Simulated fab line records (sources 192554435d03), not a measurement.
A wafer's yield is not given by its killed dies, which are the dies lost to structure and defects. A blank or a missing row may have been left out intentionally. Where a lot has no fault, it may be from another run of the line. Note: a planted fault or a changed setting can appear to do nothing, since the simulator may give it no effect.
fab line records ; flow n5-finfet
[record] lots = 4; wafers = 12; last-day = 16
route steps=1938 shown PMOS_HMC_CHANNEL_EPI@62 FIN_SAQP@90 PASSIVATION@1936
lots that met no fault: taken from a fault-free run of the same line
start-h: start of the lot's first displayed wafer, in hours after the record's first day ; wait-h: hours from the lot's prior step to this one ; " the same as in the row above ; L1.1+2: several wafers, shown together as one row ; - either no value or no given start ; * or withheld: withheld ; < > ~ a bound
route shown NAME@n: NAME is a module with steps in the file, n the number in the route of the first one ; usual: mean and standard deviation over wafers with no fault ; same: alike in all rows ; chamber/n: place in a boat ; sites: per-site readings ; _std_site: the values' standard deviation ; _edge_site: the outer-site mean with the inner-site mean subtracted ; radius-mm: how far each site lies from the wafer's centre ; mask NAME#n: copy n ; behind: tool/chamber where the wafer was last shaped ; hold: reason for holding the lot/hours on hold/outcome of the hold ; device: names the non-switching transistor (n, p or np) ; end of line: the tests these same wafers got at the end of their route ; where a step has no rows: the recipe by itself ; killed: dies lost to structure and defects at the first sort, not the wafer's yield ; map: shows each die of a wafer: x if killed, . if not, _ if none is there
set.NAME: the run value of the setting; set.NAME@STEP: its run value at that earlier step ; model.NAME: the simulator's own value behind a step, which no gauge read
a table for each step, a row for each wafer; lots at some steps of the route
services: a tool's chamber out of use, with start hour (start-h, from the record's first day; less than 0 if before it), hours out, and reason
[[steps]]
[step N5_PMOS_HMC_CHANNEL_EPI_EXPOSE_06]
[recipe] mask-id = PMOS_HMC_BLK; na = 1.35; source-shape = conventional; sigma-outer = 0.8; polarization = unpolarized; target-cd-nm = 240; dose-mj = 41
[step N5_PMOS_HMC_CHANNEL_EPI_PEB_07]
[recipe] peb-temp-c = 110; peb-time-s = 60; resist = CAR-ArF-block
[step N5_PMOS_HMC_CHANNEL_EPI_DEVELOP_08]
[recipe] develop-time-s = 30; developer = TMAH; resist = CAR-ArF-block; dev-temp-c = 23; rinse-liquid = diw; dry = air-spin
[step N5_PMOS_HMC_CHANNEL_EPI_DESCUM_14]
[recipe] chemistry = O2; time-s = 7.9; source-power-w = 50; bias-power-w = 20; pressure-mtorr = 20; rf-frequency-hz = 2.712e+07; temp-c = 40; resist = CAR-ArF-block; o2-flow-sccm = 225
[step N5_PMOS_HMC_CHANNEL_EPI_ETCH_32]
[recipe] chemistry = N2/H2; target = BARC; stop-on = SiO2; target-depth-a = 858; over-etch-frac = 0.3; time-s = 50.3; ion-energy-ev = 200; mask-material = CAR-ArF-block; pressure-mtorr = 30; source-w = 840; bias-w = 150; n2-flow-sccm = 200; h2-flow-sccm = 200
[step N5_PMOS_HMC_CHANNEL_EPI_HM_OPEN_15]
[recipe] chemistry = CHF3/O2; target = SiO2; mask-material = CAR-ArF-block; target-depth-a = 406; CHF3_flow_sccm = 50; O2_flow_sccm = 5; Ar_flow_sccm = 200; time-s = 20.3; pressure-mtorr = 30; source-w = 650; bias-w = 170; ion-energy-ev = 200
[step N5_PMOS_HMC_CHANNEL_EPI_STRIP_33]
[recipe] chemistry = N2/H2; power-w = 500; temp-c = 40; pressure-mtorr = 50; rf-frequency-hz = 6e+07; overash-fraction = 0.3; bias-power-w = 8; h2-frac = 0.5; n2-flow-sccm = 300; h2-flow-sccm = 300
[step N5_PMOS_HMC_CHANNEL_EPI_STRIP_17]
[recipe] chemistry = SPM; time-s = 750; temp-c = 130; h2so4-h2o2-vol-ratio = 4; dry = ipa-marangoni
[step N5_PMOS_HMC_CHANNEL_EPI_ETCH_38]
[recipe] chemistry = CF4; target = SiO2; target-depth-a = 15; ion-energy-ev = 350; pressure-mtorr = 10; icp-w = 800; bias-w = 400; cf4-flow-sccm = 80
[step N5_PMOS_HMC_CHANNEL_EPI_FIN_RECESS_16]
[recipe] chemistry = HBr/Cl2; target = Si; mask-material = SiO2; target-depth-a = 540; time-s = 18; pressure-mtorr = 10; icp-w = 800; bias-w = 75; HBr_flow_sccm = 150; Cl2_flow_sccm = 80
[usual] drypump-motor-current-A = 5.7/0.43; oes-product-au = 1.003/0.017; throttle-valve-pct = 35.44/0.29
[same] time-s = 18
lot.wafer;tool;chamber;start-h;wait-h;drypump-motor-current-A;oes-product-au;rf-hours-counter-h;throttle-valve-pct
L834.1;rie-si-06;2;71.93;0.0;5.7;1.008;59;35.89
L834.3;rie-si-06;3;71.93;0.0;6.3;0.991;0;35.54
L834.5;rie-si-06;1;71.93;0.0;5.7;1.026;-;35.60
L835.4;rie-si-03;2;77.67;0.0;5.7;1.014;37;35.29
L835.5;rie-si-03;3;77.67;0.0;6.1;1.008;-;34.87
L835.6;rie-si-03;2;77.67;0.0;5.7;1.014;-;35.30
L840.2;rie-si-03;1;107.64;0.0;5.0;1.023;33;35.80
L840.5;rie-si-03;0;107.64;0.0;6.3;0.983;-;35.29
L840.6;rie-si-03;2;107.64;0.0;5.7;1.015;-;35.30
L844.2;rie-si-03;1;132.48;0.0;5.0;1.031;34;35.80
L844.5;rie-si-03;3;132.48;0.0;6.1;1.009;-;34.87
L844.6;rie-si-03;2;132.48;0.0;5.7;1.009;-;35.29
[step N5_PMOS_HMC_CHANNEL_EPI_PRECLEAN_36]
[recipe] chemistry = O3/DIW; time-s = 45; temp-c = 22; o3-ppm = 10
[step N5_PMOS_HMC_CHANNEL_EPI_PRECLEAN_18]
[recipe] chemistry = DHF; time-s = 30; temp-c = 25; dilution = withheld
[step N5_PMOS_HMC_CHANNEL_EPI_SRD_19]
[recipe] dry = ipa-marangoni; do-ppb = 5; time-s = 30; temp-c = 23; rinse-liquid = diw
[step N5_PMOS_HMC_CHANNEL_EPI_EPI_20]
[recipe] material = SiGe30; mask-material = SiO2; pressure-torr = 20; target-thk-a = 590; temp-c = 600
[step N5_PMOS_HMC_CHANNEL_EPI_HM_STRIP_35]
[recipe] chemistry = dHF; temp-c = 25; material = SiO2; target = SiO2; target-depth-a = 396; time-s = 216
[step N5_PMOS_HMC_CHANNEL_EPI_SRD_39]
[recipe] dry = ipa-marangoni; time-s = 30; temp-c = 23; rinse-liquid = diw
[step N5_PMOS_HMC_CHANNEL_EPI_CMP_21]
[recipe] material = SiGe30; post-cmp-clean = alkaline-brush; target-thk-nm = 54
[step N5_PMOS_HMC_CHANNEL_EPI_PRECLEAN_40]
[recipe] chemistry = DHF; time-s = 30; temp-c = 25; dilution = withheld
[step N5_PMOS_HMC_CHANNEL_EPI_PRECLEAN_37]
[recipe] chemistry = O3/DIW; time-s = 45; temp-c = 22; o3-ppm = 10
[step N5_PMOS_HMC_CHANNEL_EPI_PRECLEAN_24]
[recipe] chemistry = DHF; time-s = 30; temp-c = 25; dilution = withheld
[step N5_PMOS_HMC_CHANNEL_EPI_SRD_25]
[recipe] dry = ipa-marangoni; do-ppb = 5; time-s = 30; temp-c = 23; rinse-liquid = diw
[step N5_PMOS_HMC_CHANNEL_EPI_EPI_26]
[recipe] material = Si; target-thk-a = 38; temp-c = 650; precursor = SiH4/H2; pressure-torr = 20; time-s = 22.7
[step N5_FIN_SAQP_PRECLEAN_42]
[recipe] chemistry = O3/DIW; time-s = 60; temp-c = 22; o3-ppm = 10
[step N5_FIN_SAQP_PRECLEAN_00]
[recipe] chemistry = SC1; time-s = 60; temp-c = 55; mix = 1:2:50
[step N5_FIN_SAQP_PRECLEAN_44]
[recipe] chemistry = SC2; time-s = 45; temp-c = 35; mix = 1:1:50
[step N5_FIN_SAQP_SRD_01]
[recipe] dry = ipa-marangoni; time-s = 30; temp-c = 23; rinse-liquid = diw
[step N5_FIN_SAQP_ALD_61]
[recipe] material = SiO2; target-thk-a = 40; temp-c = 300; ald-precursor-family = BDEAS; ald-co-reactant = O2-plasma; pulse-time-s = 1; purge-time-s = 2; co-reactant-purge-time-s = 2; ald-cycles = 43; pressure-torr = 2
[step N5_FIN_SAQP_DENSIFY_62]
[recipe] temp-c = 700; time-s = 60; ambient = N2; idle-temp-c = 600; ramp-up-c-per-s = 150; ramp-down-c-per-s = 60; cool-to-c = 600
[step N5_FIN_SAQP_HM_DEP_03]
[recipe] material = SiNx; target-thk-a = 380; temp-c = 400; precursor = SiH4/NH3/N2; pressure-torr = 1.5; rf-w = 300; time-s = 33.6
[step N5_FIN_SAQP_PECVD_47]
[recipe] material = a-Si; target-thk-a = 450; temp-c = 400; precursor = SiH4/He; pressure-torr = 3; rf-w = 100; time-s = 36.3
[step N5_FIN_SAQP_PECVD_48]
[recipe] material = SiNx; target-thk-a = 250; temp-c = 400; precursor = SiH4/NH3/N2; pressure-torr = 1.5; rf-w = 300; time-s = 22.1
[step N5_FIN_SAQP_PECVD_06]
[recipe] material = a-Si; target-thk-a = 600; temp-c = 400; precursor = SiH4/He; pressure-torr = 3; rf-w = 100; time-s = 48.1
[step N5_FIN_SAQP_HM_DEP_72]
[recipe] material = SiO2; target-thk-a = 120; temp-c = 400; precursor = SiH4/N2O; pressure-torr = 0.75; rf-w = 275; time-s = 7.2
[step N5_FIN_SAQP_COAT_49]
[recipe] resist = SOC; temp-c = 250; time-s = 60; spin-rpm = 1500; resist-thk-nm = 100
[step N5_PASSIVATION_PROBE_49]
[usual] defect-limited-yield = 91.0/1.5; killed_at_M0_to_M3 = 34/11; killed_at_M4_up = 14/5.3; killed-at-contacts = 13/7; killed-at-front-end = 41/13; killed-at-other = 4/3.1; killed-dies = 106/17; killed-open = 70/12; killed-short = 35/8; sort_bin_5_function = 5.2/0.98; sort_bin_6_memory = 3.4/0.69; sort-n-pass = 1074/17; sort-yield-pct = 91.0/1.5
[same] gross-dies = 1180; killed-at-back-side = 0; sort_bin_4_leakage[%] = 0; sort_bin_8_speed[%] = 0
lot.wafer;tool;chamber;start-h;wait-h;defect-limited-yield[%];killed_at_M0_to_M3;killed_at_M4_up;killed-at-contacts;killed-at-front-end;killed-at-other;killed-dies;killed-open;killed-short;sort_bin_5_function[%];sort_bin_6_memory[%];sort-n-pass;sort-yield-pct[%]
L834.1;prober-01;-;302.51;0.0;91.4;42;12;6;40;2;102;63;38;4.8;3.6;1078;91.4
L834.3;prober-01;-;302.61;0.1;91.9;41;6;11;34;4;96;56;39;4.7;3.4;1084;91.9
L834.5;prober-01;-;302.71;0.2;93.2;29;23;10;18;0;80;53;26;3.9;2.4;1100;93.2
L835.4;prober-01;-;318.06;0.2;88.1;43;5;13;76;4;141;101;35;6.5;4.5;1039;88.1
L835.5;prober-01;-;318.11;0.2;91.1;45;9;6;44;1;105;69;34;5.0;3.5;1075;91.1
L835.6;prober-01;-;318.16;0.3;89.6;43;9;9;59;3;123;81;42;6.4;3.3;1057;89.6
L840.2;prober-01;-;353.11;0.1;83.2;22;20;10;142;4;198;57;22;10.8;4.0;982;83.2
L840.5;prober-01;-;353.26;0.2;82.1;26;27;10;147;1;211;74;24;10.5;5.4;969;82.1
L840.6;prober-01;-;353.31;0.3;87.7;26;16;6;97;0;145;56;20;8.4;2.4;1035;87.7
L844.2;prober-02;-;381.02;0.1;82.7;26;9;24;141;4;204;62;26;10.9;4.1;976;82.7
L844.5;prober-02;-;381.17;0.2;83.1;19;9;20;148;3;199;60;32;10.2;4.2;981;83.1
L844.6;prober-02;-;381.22;0.3;86.9;26;9;22;94;3;154;60;33;8.5;2.9;1026;86.9
// killed by level:class
L834.1 STI_FIN_REVEAL:geometric-particle:open=11 BEOL_M0_SAQP:geometric-particle:open=10 BEOL_M0_SAQP:geometric-particle:short=8 FIN_SAQP:geometric-particle:open=7 BEOL_M1:geometric-particle:open=7 MOL_CONTACT_COAG:geometric-particle:open=5 BEOL_M2:geometric-particle:open=5 STI_FIN_REVEAL:geometric-particle:short=4
L834.3 BEOL_M0_SAQP:geometric-particle:open=11 BEOL_M0_SAQP:geometric-particle:short=10 FIN_SAQP:geometric-particle:short=9 MOL_CONTACT_COAG:geometric-particle:open=7 BEOL_M1:geometric-particle:open=7 STI_FIN_REVEAL:geometric-particle:open=5 MOL_CONTACT_COAG:geometric-particle:short=4 BEOL_M0:geometric-particle:open=4
L834.5 BEOL_M4:geometric-particle:open=15 BEOL_M0_SAQP:geometric-particle:short=8 BEOL_M1:geometric-particle:open=8 MOL_CONTACT_COAG:geometric-particle:open=7 BEOL_M3:geometric-particle:open=4 GATE_CUT:geometric-particle:short=3 MOL_CONTACT_COAG:geometric-particle:short=3 BEOL_M2:geometric-particle:open=3
L835.4 FIN_SAQP:geometric-particle:open=23 STI_FIN_REVEAL:geometric-particle:open=16 BEOL_M0_SAQP:geometric-particle:short=13 BEOL_M0_SAQP:geometric-particle:open=11 MOL_CONTACT_COAG:geometric-particle:open=11 FIN_SAQP:geometric-particle:short=7 BEOL_M2:geometric-particle:open=7 DUMMY_GATE:geometric-particle:open=6
L835.5 FIN_SAQP:geometric-particle:open=15 BEOL_M0_SAQP:geometric-particle:open=13 BEOL_M0_SAQP:geometric-particle:short=11 BEOL_M2:geometric-particle:short=8 BEOL_M2:geometric-particle:open=8 STI_FIN_REVEAL:geometric-particle:open=5 DUMMY_GATE:geometric-particle:open=4 MOL_CONTACT_COAG:geometric-particle:open=4
L835.6 STI_FIN_REVEAL:geometric-particle:open=13 BEOL_M0_SAQP:geometric-particle:open=10 BEOL_M0_SAQP:geometric-particle:short=10 FIN_SAQP:geometric-particle:short=9 FIN_SAQP:geometric-particle:open=7 DUMMY_GATE:geometric-particle:open=7 GATE_CUT:geometric-particle:open=7 MOL_CONTACT_COAG:geometric-particle:open=7
L840.2 PMOS_HMC_CHANNEL_EPI:unspecified=117 BEOL_M4:geometric-particle:open=12 MOL_CONTACT_COAG:geometric-particle:open=9 BEOL_M2:geometric-particle:open=8 STI_FIN_REVEAL:geometric-particle:open=5 DUMMY_GATE:geometric-particle:open=5 BEOL_M1:geometric-particle:open=4 BEOL_M3:geometric-particle:open=3
L840.5 PMOS_HMC_CHANNEL_EPI:unspecified=111 STI_FIN_REVEAL:geometric-particle:open=15 BEOL_M4:geometric-particle:open=15 MOL_CONTACT_COAG:geometric-particle:open=8 BEOL_M1:geometric-particle:open=7 BEOL_M2:geometric-particle:open=7 DUMMY_GATE:geometric-particle:open=5 BEOL_M0_SAQP:geometric-particle:short=5
L840.6 PMOS_HMC_CHANNEL_EPI:unspecified=68 BEOL_M2:geometric-particle:open=12 BEOL_M4:geometric-particle:open=8 STI_FIN_REVEAL:geometric-particle:open=6 MOL_CONTACT_COAG:geometric-particle:open=6 BEOL_M1:geometric-particle:open=5 FIN_SAQP:geometric-particle:open=4 BEOL_M4:geometric-particle:short=4
L844.2 PMOS_HMC_CHANNEL_EPI:unspecified=116 MOL_CONTACT_COAG:geometric-particle:open=19 BEOL_M0_SAQP:geometric-particle:open=9 FIN_SAQP:geometric-particle:short=7 FIN_SAQP:geometric-particle:open=7 BEOL_M1:geometric-particle:open=7 BEOL_M4:geometric-particle:open=6 MOL_CONTACT_COAG:geometric-particle:short=5
L844.5 PMOS_HMC_CHANNEL_EPI:unspecified=107 MOL_CONTACT_COAG:geometric-particle:open=14 STI_FIN_REVEAL:geometric-particle:open=12 FIN_SAQP:geometric-particle:open=10 BEOL_M4:geometric-particle:open=6 MOL_CONTACT_COAG:geometric-particle:short=6 BEOL_M0_SAQP:geometric-particle:short=6 BEOL_M1:geometric-particle:open=5
L844.6 PMOS_HMC_CHANNEL_EPI:unspecified=61 MOL_CONTACT_COAG:geometric-particle:open=18 FIN_SAQP:geometric-particle:open=9 BEOL_M1:geometric-particle:open=8 FIN_SAQP:geometric-particle:short=6 BEOL_M0_SAQP:geometric-particle:short=6 STARTING-WAFER:geometric-particle:open=5 MOL_CONTACT_COAG:geometric-particle:short=4
// map L840.5 (x killed, . not)
_________________...x........________________
______________...............x.._____________
___________.............x..........__________
__________............xx............_________
________.............................._______
_______.........x............x.........______
______..x............x........x.......x._____
_____...x.....x.................x...xxx..____
____.......x.........x.x..................___
___x..x.......................x.....xx.....__
___....x....x.x..xxx......x...x......xx..x.__
__.............................xx.......x..._
__..................x....x........xx........_
_...x.......x...............................x
_.........x......x...................x.......
_...........xx..xxx.x........................
_.......x.xxxxxxxxxxxx.....x...x.............
_.........xxxxxxxxx..xx......................
_.......x.xxxxxxxxxxxx..x.x..................
_........xxxxxxxxxxxx......x.xx........x.....
_...x..xxxxxxxxxxxxxxx...........x...........
__..xx....xxxxxxxxxxx.x....x....x..........._
__.......xxxxxxxxxxxxxx..................x.._
___.......x.xxxxx.xxxxx....................__
___...x.x......xxx..x....x..xxx.x..x.......__
____........x...............x.......x.....___
_____...x......x.....................x...____
______.......x......x...x.......x.....x._____
_______......x..x..x.x.............x...______
________x................xxx...x.....x_______
__________.........................._________
___________...x........x.x....x....__________
______________.................._____________
_________________...x.x......________________
// map L844.2 (x killed, . not)
_________________.......x....________________
______________............xx...._____________
___________........................__________
__________..x......................._________
________x................xx.....x....._______
_______....xx...x..................x...______
______..........x.....................x._____
_____..................x.................____
____............x.........................___
___.......................x..x.............__
___.x.....x..x......x.x.................x..__
__...x....x........x...x...................._
__.........................x.....x.x.x......_
_..............x....x....................x...
_............x.....x....x...x................
_.....x......................................
_......................x......x.........x....
_..x......................x.........x...x....
_...........x......x.xx.x..x.................
_.........xx........x.x...x....x.x...........
_..........x......x..xxxxxx..x.....x...x.....
__..............xxx.xxxxxxxxxx.x..........x._
__...x.............xxxxxxxxxxx.xx..x........_
___................xxxxxxxxxxxx............__
___.....x......xxxxxxxxxxxxxxxxx......x.xx.__
____............xxxxxxxxxxxx.xx.x.........___
_____........x...xxxxxxxxxxxxxx....x.....____
______.............xxxxxxxxxx...x......._____
_______............x.x.xxx..x..........______
________............x.x.xxx..........._______
__________......x..xx..xx.....x....._________
___________..x......x.....x.x......__________
______________......x......xxx.x_____________
_________________........x.x.________________
[[services]]
tool;chamber;start-h;hours;kind
rie-si-06;3;49.82;-;clean
rie-si-06;3;49.82;17.7;scheduled-down
rie-si-06;3;49.82;17.7;vent-cycle
rie-si-06;2;87.00;6.3;repair
rie-si-03;3;101.59;13.9;repair
[[key]]
[first-sign] step = N5_PASSIVATION_PROBE_49; reading = killed-at-front-end; direction = up; sigmas = 6.5; usual = 41; struck = 128
[effect] step = N5_PASSIVATION_PROBE_49; reading = defect-limited-yield; direction = down; sigmas = 4.6; usual = 91.0; struck = 84.3
[more-kills-born-at] N5_PMOS_HMC_CHANNEL_EPI_FIN_RECESS_16@rie-si-03 = 580
met-at N5_PMOS_HMC_CHANNEL_EPI_FIN_RECESS_16
struck-wafers L840.2,L840.5,L840.6,L844.2,L844.5,L844.6
onset-between 77.67 107.64
also-fits time
[fault] kind = chamber-particle-source; tool = rie-si-03; chamber = -; onset-h = 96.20; steps = N5_PMOS_HMC_CHANNEL_EPI_FIN_RECESS_16; rate-per-visit-cm2 = 0.67951; end-h = 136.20
